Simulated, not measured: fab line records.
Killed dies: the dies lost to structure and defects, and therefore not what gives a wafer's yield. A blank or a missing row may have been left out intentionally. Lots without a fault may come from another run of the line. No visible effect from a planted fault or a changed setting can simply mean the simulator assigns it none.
Which tool did it? || flow n5-finfet || 11 lots, 32 wafers sampled, at 5 steps of a route of 1938

== WHAT THE GAUGES READ, wafer by wafer ==
Not one reading of a measure or inspect step in the record can be checked against a usual standard deviation.

== WHAT TOOL EACH LOT RAN ON (gives the tool, then ch and the chambers of the sampled wafers, and finally the start) ==
{"lot": "L360", "N5_BEOL_M11_DESCUM_33": "rie-diel-04 ch 0,3, day 10 07:40", "N5_BEOL_M11_ETCH_66": "rie-diel-04 ch 0,3, day 10 07:45", "N5_BEOL_M11_ALD_74": "ald-metal-01 ch 0,1,3, day 10 09:10", "N5_BEOL_M11_CVD_75": "cvd-co-02 ch 0,1,2, day 10 09:34", "N5_PASSIVATION_PROBE_49": "prober-02, day 12 09:41"}
{"lot": "L361", "N5_BEOL_M11_DESCUM_33": "rie-diel-02 ch 0,2, day 10 16:12", "N5_BEOL_M11_ETCH_66": "rie-diel-02 ch 0,2, day 10 16:17", "N5_BEOL_M11_ALD_74": "ald-metal-01 ch 0,1,2, day 10 17:30", "N5_BEOL_M11_CVD_75": "cvd-co-02 ch 1,2, day 10 17:58", "N5_PASSIVATION_PROBE_49": "prober-01, day 12 08:08"}
{"lot": "L362", "N5_BEOL_M11_DESCUM_33": "rie-diel-03 ch 1,2, day 11 07:41", "N5_BEOL_M11_ETCH_66": "rie-diel-03 ch 1,2, day 11 07:46", "N5_BEOL_M11_ALD_74": "ald-metal-04 ch 0,3, day 11 09:22", "N5_BEOL_M11_CVD_75": "cvd-co-01 ch 0,1,2, day 11 09:45", "N5_PASSIVATION_PROBE_49": "prober-01, day 13 06:10"}
{"lot": "L363", "N5_BEOL_M11_DESCUM_33": "rie-diel-03 ch 0,1,3, day 11 12:50", "N5_BEOL_M11_ETCH_66": "rie-diel-03 ch 0,1,3, day 11 12:55", "N5_BEOL_M11_ALD_74": "ald-metal-01 ch 0,1,3, day 11 14:15", "N5_BEOL_M11_CVD_75": "cvd-co-01 ch 0,2, day 11 14:37", "N5_PASSIVATION_PROBE_49": "prober-02, day 13 06:59"}
{"lot": "L367", "N5_BEOL_M11_DESCUM_33": "rie-diel-02 ch 0,3, day 12 11:34", "N5_BEOL_M11_ETCH_66": "rie-diel-02 ch 0,3, day 12 11:39", "N5_BEOL_M11_ALD_74": "ald-metal-04 ch 0,1,3, day 12 12:44", "N5_BEOL_M11_CVD_75": "cvd-co-02 ch 0,2, day 12 13:20", "N5_PASSIVATION_PROBE_49": "prober-02, day 14 08:58"}
{"lot": "L369", "N5_BEOL_M11_DESCUM_33": "rie-diel-02 ch 0,2,3, day 12 14:02", "N5_BEOL_M11_ETCH_66": "rie-diel-02 ch 0,2,3, day 12 14:08", "N5_BEOL_M11_ALD_74": "ald-metal-01 ch 0,1, day 12 15:41", "N5_BEOL_M11_CVD_75": "cvd-co-01 ch 1,2, day 12 16:11", "N5_PASSIVATION_PROBE_49": "prober-01, day 14 05:35"}
{"lot": "L370", "N5_BEOL_M11_DESCUM_33": "rie-diel-02 ch 0,1,2, day 13 02:35", "N5_BEOL_M11_ETCH_66": "rie-diel-02 ch 0,1,2, day 13 02:41", "N5_BEOL_M11_ALD_74": "ald-metal-03 ch 0,3, day 13 03:52", "N5_BEOL_M11_CVD_75": "cvd-co-01 ch 0,2, day 13 04:15", "N5_PASSIVATION_PROBE_49": "prober-01, day 15 02:20"}
{"lot": "L377", "N5_BEOL_M11_DESCUM_33": "rie-diel-03 ch 2,3, day 14 06:02", "N5_BEOL_M11_ETCH_66": "rie-diel-03 ch 2,3, day 14 06:08", "N5_BEOL_M11_ALD_74": "ald-metal-03 ch 0, day 14 07:44", "N5_BEOL_M11_CVD_75": "cvd-co-01 ch 0,1, day 14 08:47", "N5_PASSIVATION_PROBE_49": "prober-02, day 16 07:01"}
{"lot": "L374", "N5_BEOL_M11_DESCUM_33": "rie-diel-03 ch 2,3, day 14 06:31", "N5_BEOL_M11_ETCH_66": "rie-diel-03 ch 2,3, day 14 06:35", "N5_BEOL_M11_ALD_74": "ald-metal-03 ch 1,2, day 14 07:59", "N5_BEOL_M11_CVD_75": "cvd-co-02 ch 0,1,2, day 14 08:49", "N5_PASSIVATION_PROBE_49": "prober-02, day 16 12:34"}
{"lot": "L382", "N5_BEOL_M11_DESCUM_33": "rie-diel-02 ch 0,1,2, day 16 16:11", "N5_BEOL_M11_ETCH_66": "rie-diel-02 ch 0,1,2, day 16 16:16", "N5_BEOL_M11_ALD_74": "ald-metal-01 ch 0,1, day 16 18:38", "N5_BEOL_M11_CVD_75": "cvd-co-02 ch 0,1, day 16 19:02", "N5_PASSIVATION_PROBE_49": "prober-01, day 18 09:52"}
{"lot": "L383", "N5_BEOL_M11_DESCUM_33": "rie-diel-04 ch 0,1,2, day 16 22:13", "N5_BEOL_M11_ETCH_66": "rie-diel-04 ch 0,1,2, day 16 22:17", "N5_BEOL_M11_ALD_74": "ald-metal-04 ch 0,1,2, day 16 23:39", "N5_BEOL_M11_CVD_75": "cvd-co-02 ch 0,1, day 17 00:13", "N5_PASSIVATION_PROBE_49": "prober-02, day 18 21:56"}
- N5_BEOL_M11_DESCUM_33: chemistry O2, time 7.9 s.
- N5_BEOL_M11_ETCH_66: etches SOC in N2/H2, target depth 120 nm, overetch 24 nm, time 180 s.
- N5_BEOL_M11_ALD_74: deposits TaN, target thk 2 nm, pulse time 2 s, purge time 3 s.
- N5_BEOL_M11_CVD_75: deposits Co from CCTBA/H2, target thk 2 nm, time 138.9 s.
- N5_PASSIVATION_PROBE_49

== WHAT THE TOOLS THEMSELVES READ (means of the sampled wafers that have a number; where no wafer has one, the mark that the record gives instead) ==
N5_BEOL_M11_DESCUM_33. Usual: drypump-motor-current-A 5.8 A, standard deviation 0.52; oes-product-au 0.78 a.u., standard deviation 0.071; rf-vpp-V 243.5 V, standard deviation 1.4; showerhead-plenum-p-Torr 2.11 Torr, standard deviation 0.067; throttle-valve-pct 20.4 %, standard deviation 0.35.
{"lot": "L360", "tool": "rie-diel-04", "drypump-motor-current-A (A)": 5.7, "oes-product-au (a.u.)": 0.89, "rf-vpp-V (V)": 242.7, "showerhead-plenum-p-Torr (Torr)": 2.12, "throttle-valve-pct (%)": 20.2, "flag": ""}
{"lot": "L361", "tool": "rie-diel-02", "drypump-motor-current-A (A)": 5.6, "oes-product-au (a.u.)": 0.75, "rf-vpp-V (V)": 243.1, "showerhead-plenum-p-Torr (Torr)": 2.08, "throttle-valve-pct (%)": 20.5, "flag": ""}
{"lot": "L362", "tool": "rie-diel-03", "drypump-motor-current-A (A)": 5.7, "oes-product-au (a.u.)": 0.76, "rf-vpp-V (V)": 242.5, "showerhead-plenum-p-Torr (Torr)": 2.03, "throttle-valve-pct (%)": 20.6, "flag": ""}
{"lot": "L363", "tool": "rie-diel-03", "drypump-motor-current-A (A)": 5.9, "oes-product-au (a.u.)": 0.77, "rf-vpp-V (V)": 242.6, "showerhead-plenum-p-Torr (Torr)": 2.10, "throttle-valve-pct (%)": 20.4, "flag": ""}
{"lot": "L367", "tool": "rie-diel-02", "drypump-motor-current-A (A)": 5.6, "oes-product-au (a.u.)": 0.75, "rf-vpp-V (V)": 243.7, "showerhead-plenum-p-Torr (Torr)": 2.11, "throttle-valve-pct (%)": 20.6, "flag": ""}
{"lot": "L369", "tool": "rie-diel-02", "drypump-motor-current-A (A)": 6.1, "oes-product-au (a.u.)": 0.81, "rf-vpp-V (V)": 243.6, "showerhead-plenum-p-Torr (Torr)": 2.13, "throttle-valve-pct (%)": 20.3, "flag": ""}
{"lot": "L370", "tool": "rie-diel-02", "drypump-motor-current-A (A)": 5.7, "oes-product-au (a.u.)": 0.78, "rf-vpp-V (V)": 243.5, "showerhead-plenum-p-Torr (Torr)": 2.08, "throttle-valve-pct (%)": 20.2, "flag": ""}
{"lot": "L377", "tool": "rie-diel-03", "drypump-motor-current-A (A)": 5.3, "oes-product-au (a.u.)": 0.79, "rf-vpp-V (V)": 244.9, "showerhead-plenum-p-Torr (Torr)": 2.16, "throttle-valve-pct (%)": 20.5, "flag": ""}
{"lot": "L374", "tool": "rie-diel-03", "drypump-motor-current-A (A)": 5.3, "oes-product-au (a.u.)": 0.78, "rf-vpp-V (V)": 244.0, "showerhead-plenum-p-Torr (Torr)": 2.14, "throttle-valve-pct (%)": 20.6, "flag": ""}
{"lot": "L382", "tool": "rie-diel-02", "drypump-motor-current-A (A)": 5.7, "oes-product-au (a.u.)": 0.84, "rf-vpp-V (V)": 242.7, "showerhead-plenum-p-Torr (Torr)": 2.08, "throttle-valve-pct (%)": 20.1, "flag": ""}
{"lot": "L383", "tool": "rie-diel-04", "drypump-motor-current-A (A)": 5.9, "oes-product-au (a.u.)": 0.69, "rf-vpp-V (V)": 243.3, "showerhead-plenum-p-Torr (Torr)": 2.13, "throttle-valve-pct (%)": 20.7, "flag": ""}

N5_BEOL_M11_ETCH_66. Usual: drypump-motor-current-A 5.8 A, standard deviation 0.53; h2-flow-sccm 200.0 sccm, standard deviation 0.6; oes-product-au 0.63 a.u., standard deviation 0.054; rf-vpp-V 524.6 V, standard deviation 2.4; showerhead-plenum-p-Torr 2.57 Torr, standard deviation 0.084; throttle-valve-pct 17.78 %, standard deviation 0.24.
{"lot": "L360", "tool": "rie-diel-04", "drypump-motor-current-A (A)": 5.7, "h2-flow-sccm (sccm)": 200.5, "oes-product-au (a.u.)": 0.72, "rf-vpp-V (V)": 523.7, "showerhead-plenum-p-Torr (Torr)": 2.58, "throttle-valve-pct (%)": 17.55, "flag": ""}
{"lot": "L361", "tool": "rie-diel-02", "drypump-motor-current-A (A)": 5.6, "h2-flow-sccm (sccm)": 200.1, "oes-product-au (a.u.)": 0.61, "rf-vpp-V (V)": 522.4, "showerhead-plenum-p-Torr (Torr)": 2.54, "throttle-valve-pct (%)": 17.97, "flag": ""}
{"lot": "L362", "tool": "rie-diel-03", "drypump-motor-current-A (A)": 5.7, "h2-flow-sccm (sccm)": 199.3, "oes-product-au (a.u.)": 0.60, "rf-vpp-V (V)": 521.9, "showerhead-plenum-p-Torr (Torr)": 2.45, "throttle-valve-pct (%)": 17.90, "flag": ""}
{"lot": "L363", "tool": "rie-diel-03", "drypump-motor-current-A (A)": 5.8, "h2-flow-sccm (sccm)": 200.1, "oes-product-au (a.u.)": 0.63, "rf-vpp-V (V)": 524.4, "showerhead-plenum-p-Torr (Torr)": 2.54, "throttle-valve-pct (%)": 17.80, "flag": ""}
{"lot": "L367", "tool": "rie-diel-02", "drypump-motor-current-A (A)": 5.6, "h2-flow-sccm (sccm)": 200.3, "oes-product-au (a.u.)": 0.60, "rf-vpp-V (V)": 524.6, "showerhead-plenum-p-Torr (Torr)": 2.57, "throttle-valve-pct (%)": 18.05, "flag": ""}
{"lot": "L369", "tool": "rie-diel-02", "drypump-motor-current-A (A)": 6.1, "h2-flow-sccm (sccm)": 199.7, "oes-product-au (a.u.)": 0.65, "rf-vpp-V (V)": 525.7, "showerhead-plenum-p-Torr (Torr)": 2.60, "throttle-valve-pct (%)": 17.83, "flag": ""}
{"lot": "L370", "tool": "rie-diel-02", "drypump-motor-current-A (A)": 5.7, "h2-flow-sccm (sccm)": 199.8, "oes-product-au (a.u.)": 0.63, "rf-vpp-V (V)": 524.1, "showerhead-plenum-p-Torr (Torr)": 2.55, "throttle-valve-pct (%)": 17.76, "flag": ""}
{"lot": "L377", "tool": "rie-diel-03", "drypump-motor-current-A (A)": 5.3, "h2-flow-sccm (sccm)": 199.9, "oes-product-au (a.u.)": 0.65, "rf-vpp-V (V)": 526.2, "showerhead-plenum-p-Torr (Torr)": 2.60, "throttle-valve-pct (%)": 17.75, "flag": ""}
{"lot": "L374", "tool": "rie-diel-03", "drypump-motor-current-A (A)": 5.2, "h2-flow-sccm (sccm)": 199.8, "oes-product-au (a.u.)": 0.64, "rf-vpp-V (V)": 524.4, "showerhead-plenum-p-Torr (Torr)": 2.58, "throttle-valve-pct (%)": 17.79, "flag": ""}
{"lot": "L382", "tool": "rie-diel-02", "drypump-motor-current-A (A)": 5.7, "h2-flow-sccm (sccm)": 199.4, "oes-product-au (a.u.)": 0.68, "rf-vpp-V (V)": 524.1, "showerhead-plenum-p-Torr (Torr)": 2.54, "throttle-valve-pct (%)": 17.66, "flag": ""}
{"lot": "L383", "tool": "rie-diel-04", "drypump-motor-current-A (A)": 5.9, "h2-flow-sccm (sccm)": 199.9, "oes-product-au (a.u.)": 0.56, "rf-vpp-V (V)": 525.4, "showerhead-plenum-p-Torr (Torr)": 2.57, "throttle-valve-pct (%)": 17.95, "flag": ""}

N5_BEOL_M11_ALD_74. Usual: heater-power-w 400 W, standard deviation 33.
{"lot": "L360", "tool": "ald-metal-01", "heater-power-w (W)": 388, "flag": ""}
{"lot": "L361", "tool": "ald-metal-01", "heater-power-w (W)": 370, "flag": ""}
{"lot": "L362", "tool": "ald-metal-04", "heater-power-w (W)": 399, "flag": ""}
{"lot": "L363", "tool": "ald-metal-01", "heater-power-w (W)": 378, "flag": ""}
{"lot": "L367", "tool": "ald-metal-04", "heater-power-w (W)": 387, "flag": ""}
{"lot": "L369", "tool": "ald-metal-01", "heater-power-w (W)": 373, "flag": ""}
{"lot": "L370", "tool": "ald-metal-03", "heater-power-w (W)": 428, "flag": ""}
{"lot": "L377", "tool": "ald-metal-03", "heater-power-w (W)": 404, "flag": ""}
{"lot": "L374", "tool": "ald-metal-03", "heater-power-w (W)": 446, "flag": ""}
{"lot": "L382", "tool": "ald-metal-01", "heater-power-w (W)": 406, "flag": ""}
{"lot": "L383", "tool": "ald-metal-04", "heater-power-w (W)": 412, "flag": ""}

N5_BEOL_M11_CVD_75. Usual: run-length-s 162.2 s, standard deviation 0.6.
{"lot": "L360", "tool": "cvd-co-02", "run-length-s (s)": 162.4, "flag": ""}
{"lot": "L361", "tool": "cvd-co-02", "run-length-s (s)": 162.3, "flag": ""}
{"lot": "L362", "tool": "cvd-co-01", "run-length-s (s)": 161.7, "flag": ""}
{"lot": "L363", "tool": "cvd-co-01", "run-length-s (s)": 162.1, "flag": ""}
{"lot": "L367", "tool": "cvd-co-02", "run-length-s (s)": 162.3, "flag": ""}
{"lot": "L369", "tool": "cvd-co-01", "run-length-s (s)": 161.8, "flag": ""}
{"lot": "L370", "tool": "cvd-co-01", "run-length-s (s)": 161.9, "flag": ""}
{"lot": "L377", "tool": "cvd-co-01", "run-length-s (s)": 113.3, "flag": "OFF"}
{"lot": "L374", "tool": "cvd-co-02", "run-length-s (s)": 162.4, "flag": ""}
{"lot": "L382", "tool": "cvd-co-02", "run-length-s (s)": 163.0, "flag": ""}
{"lot": "L383", "tool": "cvd-co-02", "run-length-s (s)": 163.0, "flag": ""}

N5_PASSIVATION_PROBE_49. Usual: defect-limited-yield 90.9 %, standard deviation 1.5; killed_at_M0_to_M3 35, standard deviation 10; killed_at_M4_up 14, standard deviation 5.2; killed-at-contacts 13, standard deviation 7.3; killed-at-front-end 42, standard deviation 12; killed-at-other 3.4, standard deviation 2.5; killed-dies 108, standard deviation 18; killed-on-rim 14, standard deviation 4.2; killed-open 70, standard deviation 13; killed-short 35, standard deviation 8; sort_bin_4_leakage 0.00 %, standard deviation 0.007; sort_bin_5_function 5.4 %, standard deviation 1; sort_bin_6_memory 3.4 %, standard deviation 0.71; sort_bin_8_speed 0.00 %, standard deviation 0.0099; sort-n-pass 1072, standard deviation 18; sort-yield-pct 90.9 %, standard deviation 1.5.
{"lot": "L360", "tool": "prober-02", "defect-limited-yield (%)": 92.5, "killed_at_M0_to_M3": 21, "killed_at_M4_up": 17, "killed-at-contacts": 12, "killed-at-front-end": 34, "killed-at-other": 5.3, "killed-dies": 89, "killed-on-rim": 9, "killed-open": 59, "killed-short": 27, "sort_bin_4_leakage (%)": 0.00, "sort_bin_5_function (%)": 4.4, "sort_bin_6_memory (%)": 2.8, "sort_bin_8_speed (%)": 0.00, "sort-n-pass": 1091, "sort-yield-pct (%)": 92.5, "flag": ""}
{"lot": "L361", "tool": "prober-01", "defect-limited-yield (%)": 91.7, "killed_at_M0_to_M3": 35, "killed_at_M4_up": 11, "killed-at-contacts": 12, "killed-at-front-end": 35, "killed-at-other": 5.0, "killed-dies": 98, "killed-on-rim": 15, "killed-open": 55, "killed-short": 37, "sort_bin_4_leakage (%)": 0.03, "sort_bin_5_function (%)": 4.5, "sort_bin_6_memory (%)": 3.2, "sort_bin_8_speed (%)": 0.00, "sort-n-pass": 1082, "sort-yield-pct (%)": 91.7, "flag": "OFF"}
{"lot": "L362", "tool": "prober-01", "defect-limited-yield (%)": 92.2, "killed_at_M0_to_M3": 36, "killed_at_M4_up": 12, "killed-at-contacts": 14, "killed-at-front-end": 25, "killed-at-other": 4.0, "killed-dies": 92, "killed-on-rim": 13, "killed-open": 59, "killed-short": 28, "sort_bin_4_leakage (%)": 0.00, "sort_bin_5_function (%)": 4.5, "sort_bin_6_memory (%)": 2.8, "sort_bin_8_speed (%)": 0.00, "sort-n-pass": 1088, "sort-yield-pct (%)": 92.2, "flag": ""}
{"lot": "L363", "tool": "prober-02", "defect-limited-yield (%)": 92.0, "killed_at_M0_to_M3": 40, "killed_at_M4_up": 15, "killed-at-contacts": 7, "killed-at-front-end": 31, "killed-at-other": 1.7, "killed-dies": 94, "killed-on-rim": 14, "killed-open": 60, "killed-short": 31, "sort_bin_4_leakage (%)": 0.00, "sort_bin_5_function (%)": 4.9, "sort_bin_6_memory (%)": 2.8, "sort_bin_8_speed (%)": 0.00, "sort-n-pass": 1086, "sort-yield-pct (%)": 92.0, "flag": ""}
{"lot": "L367", "tool": "prober-02", "defect-limited-yield (%)": 91.4, "killed_at_M0_to_M3": 37, "killed_at_M4_up": 17, "killed-at-contacts": 6, "killed-at-front-end": 39, "killed-at-other": 2.7, "killed-dies": 101, "killed-on-rim": 14, "killed-open": 69, "killed-short": 31, "sort_bin_4_leakage (%)": 0.00, "sort_bin_5_function (%)": 5.5, "sort_bin_6_memory (%)": 2.9, "sort_bin_8_speed (%)": 0.00, "sort-n-pass": 1079, "sort-yield-pct (%)": 91.4, "flag": ""}
{"lot": "L369", "tool": "prober-01", "defect-limited-yield (%)": 89.8, "killed_at_M0_to_M3": 40, "killed_at_M4_up": 11, "killed-at-contacts": 18, "killed-at-front-end": 50, "killed-at-other": 2.0, "killed-dies": 121, "killed-on-rim": 16, "killed-open": 76, "killed-short": 40, "sort_bin_4_leakage (%)": 0.00, "sort_bin_5_function (%)": 5.4, "sort_bin_6_memory (%)": 4.2, "sort_bin_8_speed (%)": 0.00, "sort-n-pass": 1059, "sort-yield-pct (%)": 89.8, "flag": ""}
{"lot": "L370", "tool": "prober-01", "defect-limited-yield (%)": 89.5, "killed_at_M0_to_M3": 43, "killed_at_M4_up": 20, "killed-at-contacts": 15, "killed-at-front-end": 43, "killed-at-other": 2.7, "killed-dies": 124, "killed-on-rim": 13, "killed-open": 86, "killed-short": 38, "sort_bin_4_leakage (%)": 0.00, "sort_bin_5_function (%)": 6.4, "sort_bin_6_memory (%)": 3.9, "sort_bin_8_speed (%)": 0.00, "sort-n-pass": 1056, "sort-yield-pct (%)": 89.5, "flag": ""}
{"lot": "L377", "tool": "prober-02", "defect-limited-yield (%)": 90.6, "killed_at_M0_to_M3": 47, "killed_at_M4_up": 15, "killed-at-contacts": 10, "killed-at-front-end": 38, "killed-at-other": 0.0, "killed-dies": 111, "killed-on-rim": 16, "killed-open": 69, "killed-short": 40, "sort_bin_4_leakage (%)": 0.00, "sort_bin_5_function (%)": 5.8, "sort_bin_6_memory (%)": 3.0, "sort_bin_8_speed (%)": 0.00, "sort-n-pass": 1069, "sort-yield-pct (%)": 90.6, "flag": ""}
{"lot": "L374", "tool": "prober-02", "defect-limited-yield (%)": 88.3, "killed_at_M0_to_M3": 43, "killed_at_M4_up": 12, "killed-at-contacts": 22, "killed-at-front-end": 57, "killed-at-other": 3.3, "killed-dies": 138, "killed-on-rim": 18, "killed-open": 87, "killed-short": 49, "sort_bin_4_leakage (%)": 0.00, "sort_bin_5_function (%)": 6.9, "sort_bin_6_memory (%)": 4.4, "sort_bin_8_speed (%)": 0.00, "sort-n-pass": 1042, "sort-yield-pct (%)": 88.3, "flag": ""}
{"lot": "L382", "tool": "prober-01", "defect-limited-yield (%)": 91.3, "killed_at_M0_to_M3": 32, "killed_at_M4_up": 11, "killed-at-contacts": 12, "killed-at-front-end": 42, "killed-at-other": 6.7, "killed-dies": 102, "killed-on-rim": 14, "killed-open": 64, "killed-short": 37, "sort_bin_4_leakage (%)": 0.00, "sort_bin_5_function (%)": 5.2, "sort_bin_6_memory (%)": 3.1, "sort_bin_8_speed (%)": 0.00, "sort-n-pass": 1078, "sort-yield-pct (%)": 91.3, "flag": ""}
{"lot": "L383", "tool": "prober-02", "defect-limited-yield (%)": 90.2, "killed_at_M0_to_M3": 34, "killed_at_M4_up": 12, "killed-at-contacts": 25, "killed-at-front-end": 42, "killed-at-other": 3.0, "killed-dies": 116, "killed-on-rim": 11, "killed-open": 79, "killed-short": 36, "sort_bin_4_leakage (%)": 0.00, "sort_bin_5_function (%)": 5.9, "sort_bin_6_memory (%)": 3.6, "sort_bin_8_speed (%)": 0.03, "sort-n-pass": 1064, "sort-yield-pct (%)": 90.2, "flag": "OFF"}

== THE ANSWER, worked out from the rows above alone ==
Rule: a lot is off if the mean of its wafers that have a number lies more than 3 standard deviations from the usual mean. Also off: a lot with no number at a reading for which 4 or more lots have one. All remaining lots with rows at the step are treated as sound. After the gauges, taken in route order, come the tools' own readings; for these a lot's mean is taken, as printed above. At the first step where some lot is off, the reading lying furthest off is the one used; lots without a number count as furthest.
Off, at N5_BEOL_M11_CVD_75 on run-length-s: L377.
A tool fits if, at that step or a process step before it, it ran every lot that is off, and no sound lot after the first of them. One candidate fits, namely cvd-co-01 at N5_BEOL_M11_CVD_75. A fault onset in the window from L370 (day 13 04:15, its last sound lot) to L377 (day 14 08:47, its first lot off) fits.
The tool's own readings at N5_BEOL_M11_CVD_75 bear it out: on the lots that are off they differ by more than 5 times the standard deviation of the sound lots' means. run-length-s reads 113.3 s there against 162.3 s on the sound lots.

== WHAT THE SIMULATOR HAD INSERTED ==
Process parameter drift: cvd-co-01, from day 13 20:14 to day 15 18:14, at N5_BEOL_M11_CVD_75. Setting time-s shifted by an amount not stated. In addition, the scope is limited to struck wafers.
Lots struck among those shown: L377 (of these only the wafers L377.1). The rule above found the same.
